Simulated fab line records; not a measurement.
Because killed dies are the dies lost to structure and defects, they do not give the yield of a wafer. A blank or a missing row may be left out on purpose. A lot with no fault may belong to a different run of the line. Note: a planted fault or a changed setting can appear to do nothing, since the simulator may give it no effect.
A single fault, viewed from 2 desks | flow n5Finfet | numbers are kept per desk, each desk with only its own; the story behind them comes last

== THE TOOL OWNER'S DESK: rieDiel-06 ==
The tool's own readings at N5_MOL_CONTACT_COAG_ETCHBACK_134 (etches SiO2 in CHF3, target depth 10 nm, time 6.7 s): means of the sampled wafers that have a number, for each lot that ran on this tool. A lot is out of limits, marked OUT, if its mean lies more than 4 standard deviations from the usual mean; the brackets give that distance.
Columns: A = drypumpMotorCurrentA at N5_MOL_CONTACT_COAG_ETCHBACK_134, usual 5.7 A; B = oesProductAu at N5_MOL_CONTACT_COAG_ETCHBACK_134, usual 0.74 a.u.; C = rfFwdPowerW at N5_MOL_CONTACT_COAG_ETCHBACK_134, usual 603.2 W; D = rfVppV at N5_MOL_CONTACT_COAG_ETCHBACK_134, usual 529 V; E = showerheadPlenumPTorr at N5_MOL_CONTACT_COAG_ETCHBACK_134, usual 2.36 Torr; F = throttleValvePct at N5_MOL_CONTACT_COAG_ETCHBACK_134, usual 18.8 %
lot  | first seen here | A   | B               | C     | D   | E    | F
L116 | day 5 23:27     | 5.1 | 0.71            | 605.5 | 536 | 2.41 | 19.2
L121 | day 7 13:49     | 5.0 | 0.95 (+4.1) OUT | 603.1 | 528 | 2.34 | 18.7
L126 | day 8 13:44     | 4.9 | 0.91            | 603.7 | 531 | 2.40 | 19.0
L128 | day 9 01:08     | 5.2 | 0.92            | 603.0 | 523 | 2.33 | 18.9
This desk finds L121 out of limits, L121 being first, at day 7 13:49 (oesProductAu at N5_MOL_CONTACT_COAG_ETCHBACK_134). L116, L126, L128 stayed within limits.

== THE METROLOGY DESK ==
Means of the sampled wafers that have a number, per lot and without regard to the tool the lot ran on: this is what the gauges read. A lot is out of limits, marked OUT, if its mean lies more than 4 standard deviations from the usual mean; the brackets give that distance. It has 10 readings; the 7 that lie furthest out on some lot are the ones shown.
Columns: A = DIBL_N at N5_BEOL_M4_RC_MEAS_101, usual 36.3 mV/V; B = DIBL_P at N5_BEOL_M4_RC_MEAS_101, usual 36.3 mV/V; C = IOFF_N at N5_BEOL_M4_RC_MEAS_101, usual 0.16 nA/um; D = IOFF_P at N5_BEOL_M4_RC_MEAS_101, usual 0.21 nA/um; E = SS_N at N5_BEOL_M4_RC_MEAS_101, usual 71.6 mV/dec; F = SS_P at N5_BEOL_M4_RC_MEAS_101, usual 73.3 mV/dec; G = VT_P at N5_BEOL_M4_RC_MEAS_101, usual -251 mV
lot  | first seen here | A    | B    | C    | D    | E    | F    | G
L116 | day 8 16:40     | 33.3 | 32.2 | 0.11 | 0.15 | 70.8 | 72.0 | -255
L121 | day 11 14:00    | 36.5 | 35.8 | 0.15 | 0.23 | 71.7 | 73.7 | -246
L126 | day 11 21:16    | 38.0 | 40.0 | 0.20 | 0.27 | 72.6 | 74.8 | -246
L128 | day 12 22:23    | 36.4 | 36.9 | 0.17 | 0.24 | 71.8 | 73.0 | -247
L130 | day 13 05:45    | 39.1 | 39.5 | 0.19 | 0.25 | 71.9 | 73.8 | -247
This desk found nothing out of limits on any of the 5 lots.

== PUT TOGETHER ==
The tool owner's desk could have raised an alarm at day 7 13:49, on L121.
Metrology desk: nothing out of limits seen.
The metrology desk has L121 on record, within its limits.
Every lot named ran N5_MOL_CONTACT_COAG_ETCHBACK_134 on rieDiel-06.

== WHAT HAD BEEN PUT IN BY THE SIMULATOR ==
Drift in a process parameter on rieDiel-06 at N5_MOL_CONTACT_COAG_ETCHBACK_134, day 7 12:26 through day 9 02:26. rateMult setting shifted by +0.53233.
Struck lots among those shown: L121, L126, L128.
Hours from the fault's start to each desk's first reading out of limits: the tool owner's desk, 1.
